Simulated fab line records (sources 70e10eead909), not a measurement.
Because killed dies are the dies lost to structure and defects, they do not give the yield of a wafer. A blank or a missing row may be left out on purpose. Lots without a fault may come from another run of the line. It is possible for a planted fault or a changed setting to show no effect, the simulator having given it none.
A lot that was struck, set against a sound lot | flow nand_harc | 13 steps out of a route of 1159
Sound: these wafers, L760.1, L760.2, L760.6. Wafers struck: L766.2, L766.3, L766.6. The cause is named last.
For every step that has rows: the tool of each side, followed by ch and its chambers, followed by its first start. Under that, the readings that differ: sound wafers | struck wafers | difference of the means | sigmas: that difference in standard deviations of wafers without a fault.
alike: same words and numbers on both sides, and readings whose means sit less than 2 such deviations apart. not compared: any withheld reading, any reading some wafer has no value for, any bound like >300 that may hide the same value, and any number with overlapping values for which the record gives no deviation.
A row with sigmas, a row that says differs or no value, or rows on one side alone: a step with any of these is where the two part. Numbers that don't overlap but have no deviation are shown without sigmas and don't part them. A reading that every wafer of one side lacks parts them only if that side has two wafers or more.

NHARC_P_START_INSPECT_01:
  sound on defect_inspect-02 at day 3 18:02; struck on defect_inspect-02 at day 5 06:02
  alike: raw_defect_count
then, 10 steps without rows for these wafers: NHARC_P_ZERO_WELL_PRECLEAN_00 (cleans in SPM, time 600 s); NHARC_P_ZERO_WELL_SRD_01; NHARC_P_ZERO_WELL_PECVD_02 (deposits SiO2, target thk 10 nm); NHARC_P_ZERO_WELL_DEHYDRATE_03 (time 120 s); NHARC_P_ZERO_WELL_HMDS_04 (time 30 s); NHARC_P_ZERO_WELL_COAT_64 (time 65 s); NHARC_P_ZERO_WELL_COAT_05 (resist thk 600 nm); NHARC_P_ZERO_WELL_SOFTBAKE_06 (time 70 s); NHARC_P_ZERO_WELL_EBR_07; NHARC_P_ZERO_WELL_EXPOSE_08 (exposes mask P ZERO, target cd 500 nm).
NHARC_P_ZERO_WELL_PEB_09: peb time 80 s.
  sound on litho_track-03 ch 0, day 3 19:10; struck on litho_track-02 ch 0, day 5 07:22
  reading          | sound                | struck               | difference | sigmas
  plate_temp_C (C) | 127.99 127.98 128.01 | 128.71 128.83 128.62 | +0.73      | +6
then, 1 step without rows for these wafers: NHARC_P_ZERO_WELL_DEVELOP_10 (time 50 s).

## WHERE THEY PART
At NHARC_P_ZERO_WELL_PEB_09 and nowhere else, as far as this record goes.

WHY: whatever the simulator had introduced
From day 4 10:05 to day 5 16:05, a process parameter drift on litho_track-02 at NHARC_P_ZERO_WELL_PEB_09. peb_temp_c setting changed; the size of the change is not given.
